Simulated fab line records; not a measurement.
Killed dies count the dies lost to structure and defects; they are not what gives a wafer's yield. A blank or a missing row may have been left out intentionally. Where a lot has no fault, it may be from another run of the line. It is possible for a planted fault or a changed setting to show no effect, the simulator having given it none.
A struck lot beside a sound one + flow n5_finfet + 26 out of 1938 route steps
Sound: the wafers L826.1, L826.2, L826.6. Wafers struck: L832.1, L832.3, L832.6. The cause is named last.
Order at every step that has rows: each side's tool, ch and its chambers, its first start. Under that, the readings that differ: sound wafers + struck wafers + difference of the means + sigmas: that difference in standard deviations of wafers without a fault.
alike: same words and numbers on both sides, and readings whose means sit less than 2 such deviations apart. not compared: any withheld reading, any reading some wafer has no value for, any bound like >300 that may hide the same value, and any number with overlapping values for which the record gives no deviation.
A row with sigmas, a row that says differs or no value, or rows on one side alone: a step with any of these is where the two part. Numbers that have no deviation but don't overlap get no sigmas and don't part them. Lack of a reading on every wafer of one side parts them only where that side has two or more wafers.

first, 12 steps without rows for these wafers: N5_GATE_CUT_ETCH_28 (etches underlayer in N2/H2, target depth 13 nm, time 10.4 s); N5_GATE_CUT_ETCH_36 (etches SiARC in CF4, target depth 13 nm, time 21.7 s); N5_GATE_CUT_ETCH_37 (etches SOC in N2/H2, target depth 60 nm, overetch 12 nm, time 90 s); N5_GATE_CUT_STRIP_38 (strips in N2/H2); N5_GATE_CUT_STRIP_39 (strips in N2/H2); N5_GATE_CUT_HM_OPEN_40 (chemistry C4F6/O2, target SiO2, target depth 139 nm, time 85.1 s); N5_GATE_CUT_STRIP_41 (strips in CF4); N5_GATE_CUT_STRIP_42 (strips in O2); N5_GATE_CUT_ETCH_19 (etches SiNx in CH3F/O2, target depth 53.7 nm, time 76.7 s); N5_GATE_CUT_CUT_ETCH_53 (etches W in SF6/Cl2, target depth 79.2 nm); N5_GATE_CUT_CUT_ETCH_54 (etches TiN in Cl2/BCl3, target depth 96.7 nm); N5_GATE_CUT_CUT_ETCH_55 (etches HfO2 in BCl3, target depth 3.2 nm).
N5_GATE_CUT_ETCH_47: etches SiO2 in Cl2/BCl3, target depth 10 nm.
  sound on rie_metal-02 ch 0,1, day 5 00:56; struck on rie_metal-01 ch 0,1, day 6 09:17
  no value came back on the struck wafers for any of 5 readings (bcl3_flow_sccm (sccm), bias_w (W) and others); on the sound wafers bcl3_flow_sccm (sccm) reads 21.64 21.71 21.66
| reading                                      | sound           | struck          | difference | sigmas |
|----------------------------------------------|-----------------|-----------------|------------|--------|
| model.SiO2_of_GATE_CUT_HM_DEP_46.thk_nm (nm) | 105.6 105.6 106 | 114.8 114.8 118 | +10.1      |        |
  not compared: rf_hours_counter_h
then, 8 steps without rows for these wafers: N5_GATE_CUT_VAPOR_ETCH_48 (etches TiN in BCl3/Cl2); N5_GATE_CUT_VAPOR_ETCH_49 (etches TiAlC in BCl3/Cl2); N5_GATE_CUT_VAPOR_ETCH_51 (etches HfO2 in BCl3/Cl2); N5_GATE_CUT_STRIP_21 (strips in N2/H2, time 30 s); N5_GATE_CUT_STRIP_29 (strips in post etch residue remover, time 60 s); N5_GATE_CUT_SRD_52 (time 30 s); N5_GATE_CUT_ALD_22 (deposits SiNx, target thk 16 nm, pulse time 1 s, ald cycles 320); N5_GATE_CUT_CMP_23 (polishes, stops on SiO2, t overpolish 23.4 s, target thk 16 nm).
N5_GATE_CUT_THK_MEAS_24:
  sound: film_metro-01 at day 5 04:16; struck: film_metro-02 at day 6 11:22
| reading          | sound             | struck            | difference | sigmas |
|------------------|-------------------|-------------------|------------|--------|
| GC_FILL_THK (nm) | 217.0 218.7 217.9 | 227.5 226.1 231.1 | +10.4      | +5     |
N5_GATE_CUT_CMP_43: polishes SiO2.
  sound on cmp-02 ch 1,2,3, day 5 04:23; struck on cmp-01 ch 0,2, day 6 11:24
| reading                                      | sound | struck      | difference | sigmas |
|----------------------------------------------|-------|-------------|------------|--------|
| model.SiO2_of_GATE_CUT_HM_DEP_46.thk_nm (nm) | 5 5 5 | 5.4 5.4 5.6 | +0.5       |        |
  alike: motor_current_A, retaining_ring_pressure_frac
then, 1 step without rows for these wafers: N5_GATE_CUT_CMP_61 (polishes, stops on SiNx, t overpolish 3 s).
-- here the record skips 3 days between the struck wafers' starts before and after, leaving off in module GATE_CUT and picking up in module BEOL_M4 (first step shown: number 1111 of the route) --
N5_BEOL_M4_RC_MEAS_101:
  sound on prober-01 ch 0, day 8 15:06; struck on prober-01 ch 0, day 9 17:04
  alike: DIBL_N, DIBL_P, IOFF_N, IOFF_P, ION_N, ION_P, SS_N, SS_P, VT_N, VT_P
N5_PASSIVATION_PROBE_49:
  rows exist in the record for the sound wafers here (prober-02, day 13 01:34), none for the struck ones

== WHERE THEY PART ==
At N5_GATE_CUT_ETCH_47 first; at N5_PASSIVATION_PROBE_49 last (within this record only).

WHY: whatever the simulator had introduced
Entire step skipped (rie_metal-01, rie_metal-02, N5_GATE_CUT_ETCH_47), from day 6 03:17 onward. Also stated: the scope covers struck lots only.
